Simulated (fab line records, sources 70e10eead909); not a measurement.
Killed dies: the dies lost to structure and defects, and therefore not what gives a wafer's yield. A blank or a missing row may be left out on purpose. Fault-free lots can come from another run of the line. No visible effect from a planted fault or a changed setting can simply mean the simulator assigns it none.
Code-filled problem report in 8D (eight disciplines) form	flow nand-harc	the parts of the form that need people (team, actions taken, sign-off) are left out

1. THE PROBLEM
sort_bin_3_pct at NHARC_END_SORT_01 reads a mean of 2.90 % on 3 wafers of 2 lots; wafers without a fault read 0.29 % with a standard deviation of 0.22. That puts it +12 standard deviations away from the usual mean.
Seen first at day 22 16:10 on prober-01, wafer L684.4. At this step, 12 wafers from 5 lots have a number in the record. Rule for "out" (also "out of limits"): further than 4 standard deviations from the usual mean. The rest of the wafers with a number are treated as sound.

2. WHAT IT IS; WHAT IT IS NOT
question	is	is not
which readings at this step	sort_bin_3_pct, defect-limited-yield, killed-at-array, killed-dies, sort_bin_2_pct, sort-n-pass, sort-yield-pct	killed-at-other, killed-at-periphery, killed-open, killed-short, sort_bin_4_pct, sort-rim-yield-pct
which lots	L684, L685	L676, L677, L682
which wafers of those lots	L684.4, L685.1, L685.5	L684.1, L684.6, L685.3
read on which gauges	prober-01	prober-02
when	from day 22 16:10	up to then (7 sound wafers); but 2 sound wafers of L684, L685 came after

3. SUSPECTS, AND WHAT RULES EACH OUT
Counting: if a tool at a process step up to the reading ran every lot that is out, it stays a suspect. Sound lots after the first of them don't rule it out here, since some wafers of a struck lot are sound.
- the gauge at NHARC_END_SORT_01: kept. All the wafers that are out were read on prober-01, and no step on other tools shows them out.
- rie-diel-02 at NHARC_A_BONDPAD_DESCUM_11 (chemistry O2, time 3 s): kept. Every lot that is out went through it, the first being L684 (day 20 17:23); the last sound lot it ran before that was L682 (day 20 11:05).
- rie-diel-02 at NHARC_A_BONDPAD_STRIP_15 (strips in O2): kept. Every lot that is out went through it, the first being L684 (day 20 17:49); the last sound lot it ran before that was L682 (day 20 11:28).
- pvd-sputter-03 at NHARC_A_BONDPAD_PVD_17 (deposits TaN, target thk 5 nm, time 8.06 s): kept. Every lot that is out went through it, the first being L684 (day 22 13:46); the last sound lot it ran before that was L677 (day 22 06:44). NHARC_A_BONDPAD_PVD_17 gives no start for some lots, so the hours and the order of its lots are those of NHARC_END_SORT_01.
- At NHARC_A_BONDPAD_STRIP_15, inside rie-diel-02: chamber 2 took the wafers that are out, while their sound lot-mates went through chambers 1, 3.
Left after counting: rie-diel-02 at NHARC_A_BONDPAD_DESCUM_11, rie-diel-02 at NHARC_A_BONDPAD_STRIP_15, pvd-sputter-03 at NHARC_A_BONDPAD_PVD_17, prober-01 at NHARC_END_SORT_01.

4. THE CAUSE (what the simulator had put in)
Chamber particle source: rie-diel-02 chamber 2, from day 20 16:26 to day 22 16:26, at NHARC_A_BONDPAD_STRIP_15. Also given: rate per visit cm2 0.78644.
Counting leaves 4 suspects; this tool is one of them.

5. THE EFFECT CHAIN, in route order
Each row: a reading where the mean over the struck wafers with a number is more than 3 standard deviations away from the usual. Scope: only readings with a usual standard deviation given in the record; hours: median across lots of the time from each lot's start at the first step in this table that gives one to its start at this step; sigmas: change in usual standard deviations.
hours	step	reading	usual	on struck wafers	change	sigmas
0	NHARC_END_SORT_01	defect-limited-yield	95.3 %	85.8	-9.5	-5.9
0	NHARC_END_SORT_01	killed-at-array	27	94	+67	+6.1
0	NHARC_END_SORT_01	killed-dies	32	96	+64	+5.8
0	NHARC_END_SORT_01	sort_bin_2_pct	1.4 %	6.8	+5.4	+8.5
0	NHARC_END_SORT_01	sort_bin_3_pct	0.29 %	2.90	+2.61	+12
0	NHARC_END_SORT_01	sort-n-pass	645	581	-64	-5.8
0	NHARC_END_SORT_01	sort-yield-pct	95.3 %	85.8	-9.5	-5.9

6. WHAT WOULD HAVE CAUGHT IT SOONER
The first out-of-limits reading at a measuring or inspecting step in this record came at day 22 16:10, 48 hours after the fault's start at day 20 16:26.
No tool reading at NHARC_A_BONDPAD_STRIP_15 that has a usual standard deviation in the record was out on any struck wafer, so an alarm limit of 4 standard deviations on those readings would not have fired.
Each of the lots that are out, 2 in all, had begun NHARC_A_BONDPAD_STRIP_15 on rie-diel-02 no later than day 22 16:10. Had the tool been put on hold then, not one of them would have been saved.
